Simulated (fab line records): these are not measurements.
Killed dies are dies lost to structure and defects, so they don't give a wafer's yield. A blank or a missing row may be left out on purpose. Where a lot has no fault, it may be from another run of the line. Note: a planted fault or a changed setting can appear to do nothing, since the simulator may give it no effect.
fab line records | flow nandHarc
[record] lots = 13 | wafers = 39 | lastDay = 33
route steps=1302 shown A_STAIRCASE@856 A_BONDPAD@1226 END@1302
lots with no fault: from the same line, run without faults
startH: the number of hours between the record's first day and the start of the first shown wafer of the lot | waitH: hours from the lot's prior step to this one | " same as the row above | L1.1+2: several wafers, shown together as one row | - no value, or no start given | * or withheld: withheld | < > ~ a bound
route shown NAME@n: names a module that has steps shown in the file, with the first one's number in the route | usual: average and standard deviation across the fault-free wafers | same: alike in all rows | chamber/n: place in a boat | sites: each site's reading | _std_site: standard deviation across them | _edge_site: mean of outer sites minus mean of inner sites | radiusMm: for every site, how far away it sits from the centre of the wafer | mask NAME#n: copy n | behind: the tool/chamber that last shaped the wafer | hold: cause of the lot's hold/its duration in hours/its outcome | device: the transistor (n, p or np) that didn't switch | end of line: tests of these same wafers at the route's end | a step with no rows: only its recipe | killed: the dies lost at the first sort to structure and to defects; this is not the yield of the wafer | map: a wafer's dies, x killed, . not, _ none there
set.NAME: the setting as run; set.NAME@STEP: as run at that earlier step | model.NAME: the simulator's own value behind a step, which no gauge read
the route's steps for a sample of lots (tables are steps, rows are wafers)
services: from which hour (startH, from the record's first day; less than 0 if before it) a tool's chamber was out of use, for how many hours, and why
[[steps]]
[step NHARC_A_STAIRCASE_DEP_325]
[recipe] targetThkA = 72000 | tempC = 400 | targetThkNm = 7200 | teosFlowSccm = 200 | rfW = 500 | material = SiO2
[usual] heaterPowerW = 689/100 | mfcPrecursorSccm = 200.0/0.58
lot.wafer | tool     | chamber | startH | waitH | heaterPowerW | mfcPrecursorSccm
L681.3    | pecvd-03 | 0       | 419.12 | 0.1   | 628          | 199.2
L681.2    | "        | 1       | "      | "     | 865          | 200.1
L681.5    | "        | 1       | "      | "     | 735          | 199.9
L682.3    | pecvd-04 | 1       | 419.21 | 0.2   | 802          | 200.8
L682.2    | "        | 2       | "      | "     | 976          | 200.0
L682.5    | "        | 2       | "      | "     | 816          | 200.4
L683.3    | pecvd-03 | 0       | 429.70 | 0.2   | 589          | 200.9
L683.5    | "        | 0       | "      | "     | 502          | 201.1
L683.6    | "        | 1       | "      | "     | 726          | 200.1
L685.3    | pecvd-01 | 1       | 459.31 | 0.3   | 728          | 200.1
L685.4    | "        | 0       | "      | "     | 602          | 199.3
L685.5    | "        | 1       | "      | "     | 632          | 199.8
L686.2    | pecvd-03 | 0       | 459.88 | 0.8   | 584          | 200.6
L686.6    | "        | 1       | "      | "     | 742          | 201.2
L686.5    | "        | 2       | "      | "     | 603          | 200.5
L696.2    | pecvd-01 | 0       | 559.51 | 0.1   | 593          | 199.8
L696.3    | "        | 2       | "      | "     | 749          | 199.7
L696.4    | "        | 0       | "      | "     | 572          | 199.6
L698.3    | pecvd-01 | 0       | 589.04 | 0.3   | 653          | 200.2
L698.4    | "        | 1       | "      | "     | 666          | 200.0
L698.5    | "        | 0       | "      | "     | 582          | 199.8
L700.1    | pecvd-01 | 2       | 601.14 | 0.3   | 761          | 199.5
L700.5    | "        | 1       | "      | "     | 677          | 199.9
L700.6    | "        | 2       | "      | "     | 646          | 199.7
L699.3    | pecvd-03 | 2       | 601.14 | 0.3   | 721          | 200.2
L699.4    | "        | 0       | "      | "     | 472          | 200.1
L699.5    | "        | 1       | "      | "     | 745          | 200.4
L701.1    | pecvd-03 | 1       | 608.42 | 0.2   | 904          | 201.0
L701.3    | "        | 0       | "      | "     | 540          | 200.2
L701.6    | "        | 2       | "      | "     | 656          | 199.8
L702.1    | pecvd-01 | 0       | 625.66 | 0.2   | 705          | 200.0
L702.5    | "        | 2       | "      | "     | 638          | 199.9
L702.4    | "        | 0       | "      | "     | 576          | 199.9
L704.1    | pecvd-01 | 1       | 636.14 | 0.1   | 741          | 200.3
L704.3    | "        | 0       | "      | "     | 574          | 199.7
L704.5    | "        | 2       | "      | "     | 665          | 200.3
L703.2    | pecvd-03 | 1       | 636.42 | 0.3   | 775          | 199.8
L703.4    | "        | 0       | "      | "     | 496          | 200.1
L703.5    | "        | 0       | "      | "     | 483          | 199.7
[step NHARC_A_BONDPAD_PRE_CLEAN_26]
[recipe] timeS = 30 | tempC = 280 | gas = H2/He
[usual] heaterPowerW = 403/41
lot.wafer | tool          | chamber | startH | waitH | heaterPowerW
L681.2    | pvdSputter-01 | -       | -      | -     | 380
L681.3    | "             | -       | "      | "     | 459
L681.5    | "             | -       | "      | "     | 374
L682.3    | pvdSputter-01 | -       | -      | -     | 367
L682.2    | "             | -       | "      | "     | 393
L682.5    | "             | -       | "      | "     | 367
L683.3    | pvdSputter-02 | -       | -      | -     | 426
L683.5    | "             | -       | "      | "     | 326
L683.6    | "             | -       | "      | "     | 436
L686.2    | pvdSputter-03 | -       | -      | -     | 500
L686.6    | "             | -       | "      | "     | 499
L685.3    | pvdSputter-01 | -       | -      | -     | 460
L685.4    | "             | -       | "      | "     | 395
L685.5    | "             | -       | "      | "     | 469
L696.2    | pvdSputter-03 | -       | -      | -     | 377
L696.4    | "             | -       | "      | "     | 432
L696.3    | "             | -       | "      | "     | 500
L698.3    | pvdSputter-01 | -       | -      | -     | 466
L698.4    | "             | -       | "      | "     | 374
L698.5    | "             | -       | "      | "     | 373
L700.1    | pvdSputter-01 | -       | -      | -     | 468
L700.6    | "             | -       | "      | "     | 470
L700.5    | "             | -       | "      | "     | 379
L699.4    | pvdSputter-01 | -       | -      | -     | 459
L699.3    | "             | -       | "      | "     | 386
L699.5    | "             | -       | "      | "     | 386
L701.3    | pvdSputter-02 | -       | -      | -     | 344
L701.1    | "             | -       | "      | "     | 403
L701.6    | "             | -       | "      | "     | 392
L702.4    | pvdSputter-01 | -       | -      | -     | 384
L702.1    | "             | -       | "      | "     | 472
L702.5    | "             | -       | "      | "     | 387
L704.1    | pvdSputter-01 | -       | -      | -     | 373
L704.3    | "             | -       | "      | "     | 468
L704.5    | "             | -       | "      | "     | 372
L703.2    | pvdSputter-02 | -       | -      | -     | 394
L703.4    | "             | -       | "      | "     | 412
L703.5    | "             | -       | "      | "     | 378
[step NHARC_A_BONDPAD_ANNEAL_28]
[recipe] tempC = 225 | timeS = 90
[usual] annealTempC = 225.00/0.18 | annealTempCMax = 226.2/0.31 | wafer_temp_C_max = 225.8/0.36
lot.wafer | tool         | chamber | startH | waitH | annealTempC | annealTempCMax | wafer_temp_C_max
L681.2    | rtpAnneal-02 | 0       | 530.73 | -     | 224.87      | 225.9          | 226.3
L681.3    | "            | 0       | "      | "     | 224.99      | 226.3          | 226.2
L681.5    | "            | 0       | "      | "     | 224.86      | 226.1          | 226.3
L682.2    | rtpAnneal-02 | 0       | 534.43 | -     | 224.81      | 226.0          | 226.0
L682.3    | "            | 0       | "      | "     | 224.91      | 226.8          | 225.9
L682.5    | "            | 0       | "      | "     | 224.77      | 226.4          | 226.6
L683.3    | rtpAnneal-01 | 0       | 544.81 | 0.4   | 225.18      | 226.4          | 225.6
L683.5    | "            | 0       | "      | "     | 224.80      | 225.8          | 225.6
L683.6    | "            | 0       | "      | "     | 224.59      | 225.8          | 225.6
L686.2    | rtpAnneal-02 | 0       | 575.33 | -     | 225.40      | 226.6          | 225.8
L686.6    | "            | 0       | "      | "     | 225.15      | 226.4          | 226.2
L685.3    | rtpAnneal-02 | 0       | 579.78 | 0.3   | 225.03      | 226.2          | 226.2
L685.4    | "            | 0       | "      | "     | 225.24      | 226.8          | 226.4
L685.5    | "            | 0       | "      | "     | 225.22      | 226.8          | 225.8
L696.2    | rtpAnneal-01 | 0       | 668.28 | -     | 225.20      | 226.2          | 225.4
L696.3    | "            | 0       | "      | "     | 225.09      | 225.8          | 225.4
L696.4    | "            | 0       | "      | "     | 225.02      | 226.2          | 225.6
L698.3    | rtpAnneal-02 | 0       | 696.36 | 0.3   | 225.12      | 226.5          | 226.0
L698.4    | "            | 0       | "      | "     | 224.79      | 226.3          | 225.9
L698.5    | "            | 0       | "      | "     | 224.82      | 226.0          | 226.3
L700.1    | rtpAnneal-01 | 0       | 708.33 | 0.3   | 224.82      | 225.6          | 225.5
L700.5    | "            | 0       | "      | "     | 225.07      | 225.9          | 225.2
L700.6    | "            | 0       | "      | "     | 225.01      | 226.2          | 225.7
L699.3    | rtpAnneal-01 | 0       | 711.84 | -     | 225.00      | 226.0          | 225.3
L699.4    | "            | 0       | "      | "     | 225.00      | 225.7          | 225.4
L699.5    | "            | 0       | "      | "     | 224.82      | 225.8          | 225.3
L701.1    | rtpAnneal-02 | 0       | 724.97 | 0.3   | 224.68      | 226.1          | 226.0
L701.3    | "            | 0       | "      | "     | 224.75      | 226.3          | 226.0
L701.6    | "            | 0       | "      | "     | 224.82      | 226.8          | 225.9
L702.1    | rtpAnneal-01 | 0       | 739.58 | -     | 225.24      | 226.4          | 225.6
L702.4    | "            | 0       | "      | "     | 225.07      | 225.9          | 225.3
L702.5    | "            | 0       | "      | "     | 225.15      | 226.2          | 225.9
L704.1    | rtpAnneal-01 | 0       | 746.38 | -     | 225.20      | 226.4          | 225.3
L704.3    | "            | 0       | "      | "     | 225.11      | 225.9          | 225.8
L704.5    | "            | 0       | "      | "     | 225.01      | 225.9          | 225.5
L703.2    | rtpAnneal-01 | 0       | 757.11 | 0.4   | 224.95      | 226.0          | 225.6
L703.4    | "            | 0       | "      | "     | 225.27      | 226.5          | 225.4
L703.5    | "            | 0       | "      | "     | 224.94      | 226.2          | 225.5
[step NHARC_A_BONDPAD_CMP_19]
[recipe] tOverpolishS = 30 | cuRecessTouchS = 16 | targetThkNm = 169.82
[usual] motorCurrentA = 11.8/1.2 | overpolishRunS = 30.000/0.01
lot.wafer | tool   | chamber | startH | waitH | motorCurrentA | overpolishRunS
L681.2    | cmp-04 | 0       | 531.03 | -     | 11.5          | 29.983
L681.3    | "      | 1       | "      | "     | 10.7          | 30.007
L681.5    | "      | 1       | "      | "     | 10.8          | 30.024
L682.2    | cmp-02 | 0       | 534.74 | -     | 13.4          | 29.995
L682.3    | "      | 2       | "      | "     | 10.9          | 30.022
L682.5    | "      | 0       | "      | "     | 13.4          | 29.992
L683.3    | cmp-01 | 3       | 545.11 | -     | 12.0          | 29.983
L683.6    | "      | 1       | "      | "     | 11.1          | 30.006
L683.5    | "      | 2       | "      | "     | 11.4          | 29.986
L686.2    | cmp-02 | 2       | 575.68 | -     | 11.0          | 29.994
L686.6    | "      | 0       | "      | "     | 13.4          | 29.980
L685.3    | cmp-04 | 2       | 580.02 | -     | 10.0          | 29.987
L685.4    | "      | 1       | "      | "     | 10.6          | 30.006
L685.5    | "      | 2       | "      | "     | 9.6           | 30.013
L696.2    | cmp-04 | 0       | 668.61 | -     | 12.0          | 30.004
L696.3    | "      | 1       | "      | "     | 11.8          | 29.980
L696.4    | "      | 2       | "      | "     | 9.6           | 30.003
L698.3    | cmp-02 | 0       | 696.63 | -     | 13.2          | 29.998
L698.4    | "      | 1       | "      | "     | 12.6          | 29.998
L698.5    | "      | 0       | "      | "     | 14.0          | 29.994
L700.1    | cmp-04 | 1       | 708.70 | -     | 11.3          | 29.995
L700.5    | "      | 0       | "      | "     | 11.8          | 29.994
L700.6    | "      | 1       | "      | "     | 10.6          | 30.007
L699.4    | cmp-02 | 0       | 712.08 | -     | 13.0          | 29.985
L699.3    | "      | 3       | "      | "     | 11.6          | 29.999
L699.5    | "      | 1       | "      | "     | 12.2          | 30.017
L701.3    | cmp-04 | 1       | 725.35 | -     | 10.8          | 30.006
L701.1    | "      | 3       | "      | "     | 13.6          | 29.994
L701.6    | "      | 1       | "      | "     | 10.9          | 29.986
L702.4    | cmp-01 | 2       | 739.92 | -     | 11.4          | 29.990
L702.1    | "      | 0       | "      | "     | 11.6          | 30.000
L702.5    | "      | 2       | "      | "     | 11.4          | 30.017
L704.1    | cmp-04 | 0       | 746.76 | -     | 11.8          | 29.998
L704.3    | "      | 2       | "      | "     | 9.3           | 30.006
L704.5    | "      | 3       | "      | "     | 14.4          | 30.023
L703.4    | cmp-01 | 1       | 757.43 | -     | 10.4          | 29.992
L703.2    | "      | 3       | "      | "     | 11.4          | 29.990
L703.5    | "      | 1       | "      | "     | 11.6          | 29.984
[step NHARC_END_SORT_01]
[recipe] tempC = 25
[usual] killedAtArray = 53/20 | killedAtOther = 1/1.2 | killedAtPeriphery = 3.7/2.6 | killedDies = 58/20 | killedOpen = 3.5/1.8 | killedShort = 2.4/1.7
[same] grossDies = 677
lot.wafer | tool      | chamber | startH | waitH | killedAtArray | killedAtOther | killedAtPeriphery | killedDies | killedOpen | killedShort
L686.2    | prober-02 | 0       | 602.41 | 2.8   | 53            | 3             | 3                 | 59         | 1          | 3
L686.5    | prober-02 | 0       | 604.82 | 3.7   | 670           | 2             | 5                 | 677        | 2          | 6
L686.6    | prober-02 | 0       | 605.62 | 4.0   | 49            | 3             | 4                 | 56         | 6          | 1
// killed by level:class
L686.2 A_CHANNEL_HOLE_D2:chamberFilmFlake=37 A_CHANNEL_HOLE_D1:chamberFilmFlake=6 THIN_TSV:chamberFilmFlake=3 P_GATE:chamberFilmFlake=2 A_CHANNEL_FILL_D1:chamberFilmFlake=2 A_SLIT:chamberFilmFlake=2 A_CHANNEL_HOLE_D1:geometricParticle:short=1 A_CHANNEL_FILL_D1:geometricParticle:short=1
L686.5 A_STAIRCASE:areaDep=624 A_CHANNEL_HOLE_D2:chamberFilmFlake=30 P_GATE:chamberFilmFlake=3 A_STAIRCASE:chamberFilmFlake=3 A_ONON_D2:geometricParticle:short=2 A_CHANNEL_HOLE_D1:chamberFilmFlake=2 THIN_TSV:chamberFilmFlake=2 A_SOURCE_PLATE:geometricParticle:short=1
L686.6 A_CHANNEL_HOLE_D2:chamberFilmFlake=36 A_CONTACT:chamberFilmFlake=3 THIN_TSV:chamberFilmFlake=3 A_DECK1_JOINT:geometricParticle:open=2 P_ZERO_WELL:chamberFilmFlake=2 A_STAIRCASE:chamberFilmFlake=2 P_CONTACT:geometricParticle:open=1 A_ONON_D1:geometricParticle:open=1
[[services]]
tool          | chamber | startH | hours | kind
cmp-04        | -       | 405.00 | 4.0   | pm
pvdSputter-01 | -       | 405.91 | 4.1   | repair
cmp-04        | -       | 411.31 | 0.3   | repair
pecvd-01      | 2       | 426.75 | 20.4  | repair
pvdSputter-01 | -       | 431.13 | 5.6   | repair
cmp-04        | -       | 457.72 | 5.7   | repair
pecvd-01      | 2       | 480.87 | 1.7   | repair
cmp-04        | -       | 490.55 | 1.0   | repair
pecvd-01      | -       | 492.80 | 13.0  | pm
cmp-04        | -       | 503.00 | 4.0   | pm
pecvd-03      | 0       | 510.37 | 4.9   | repair
pecvd-03      | -       | 547.27 | 13.0  | pm
pvdSputter-01 | -       | 588.01 | 10.0  | pm
pecvd-01      | -       | 598.77 | 1.1   | repair
cmp-04        | -       | 601.00 | 4.0   | pm
pvdSputter-01 | -       | 642.25 | 21.2  | repair
pecvd-01      | -       | 642.47 | 0.8   | repair
pecvd-01      | 0       | 655.39 | 17.8  | repair
pecvd-01      | -       | 655.65 | 0.6   | repair
cmp-04        | -       | 656.55 | 1.7   | repair
pecvd-01      | -       | 673.80 | 13.0  | pm
cmp-04        | -       | 691.23 | 0.2   | repair
cmp-04        | -       | 699.00 | 4.0   | pm
pvdSputter-01 | -       | 747.46 | 3.6   | repair
[[key]]
[firstSign] step = NHARC_END_SORT_01 | reading = killedAtArray | direction = up | sigmas = 31 | usual = 53 | struck = 670
[effect] step = NHARC_END_SORT_01 | reading = killedDies | direction = up | sigmas = 31 | usual = 58 | struck = 677
[moreKillsBornAt] NHARC_A_STAIRCASE_DEP_325@pecvd-03 = 624
metAt NHARC_A_STAIRCASE_DEP_325
struckLots L686
struckWafers L686.5
laterRowsLeftOut L686.5
testerLeftOut L686
notActingAt NHARC_A_BONDPAD_PRE_CLEAN_26,NHARC_A_BONDPAD_ANNEAL_28,NHARC_A_BONDPAD_CMP_19
onsetBetween 429.70 459.88
[fault] kind = processParameterDrift | tool = pecvd-03 | chamber = - | onsetH = 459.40 | steps = NHARC_A_STAIRCASE_DEP_325 | channel = targetThkA | offset = * | shape = step | endH = 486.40 | scope = struckWafersOnly | actsIn = * | stated = *
// testerLeftOut: of these lots the tester's yield and bins aren't shown, on N5 and GAA mostly nor the transistor test; their killed dies are dies lost to structure and defects alone, not to doping, threshold or leakage, so they don't give the yield
// laterRowsLeftOut: the simulator's readings of these wafers behind a module that went badly wrong aren't trusted and aren't shown, but for the sort
